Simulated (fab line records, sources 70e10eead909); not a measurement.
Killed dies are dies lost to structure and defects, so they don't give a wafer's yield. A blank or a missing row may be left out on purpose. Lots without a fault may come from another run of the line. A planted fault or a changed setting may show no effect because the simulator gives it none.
Chamber matching | flow nand_harc | NHARC_A_CHANNEL_FILL_D1_ALD_16 on ald_hk-04: 4 sister chambers
The step deposits SiO2, target thk 1.5 nm, pulse time 10 s, ald cycles 15. 4 wafers are shown with their chamber, then 7 later ones without.

WAFERS WITH THEIR CHAMBER
wafer  | chamber | heater_power_w (W)
L082.3 | 3       | 427
L087.2 | 0       | 484
L092.2 | 2       | 578
L092.3 | 1       | 471

WAFERS WITHOUT THEIR CHAMBER
wafer  | heater_power_w (W)
L092.4 | 435
L093.1 | 457
L093.3 | 434
L093.4 | 582
L097.2 | 500
L097.3 | 435
L097.4 | 466

WHICH CHAMBER EACH WENT THROUGH
wafer  | from the rows above          | in truth
L092.4 | 3                            | 3
L093.1 | can't be placed: 1 or 0 or 3 | 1
L093.3 | 3                            | 3
L093.4 | 2                            | 2
L097.2 | can't be placed: 0 or 1      | 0
L097.3 | 3                            | 3
L097.4 | can't be placed: 1 or 0      | 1
Placed correctly: 4 of 7. Can't be placed from these rows: 3 (the true chamber is among the candidates in 3). Placed wrongly: 0.
How it was worked out, from the rows above alone: a wafer's distance from a chamber is the root of the sum, over the readings, of the square of ((its reading less the chamber's mean) divided by the reading's scatter). The wafer belongs to the nearest chamber; if the next one is less than 2 further off, it can't be placed. A chamber's mean is the mean of its shown wafers. The scatter: with one shown wafer a chamber, the root of the mean of the squares of how far each hidden wafer lies from its nearest shown one.
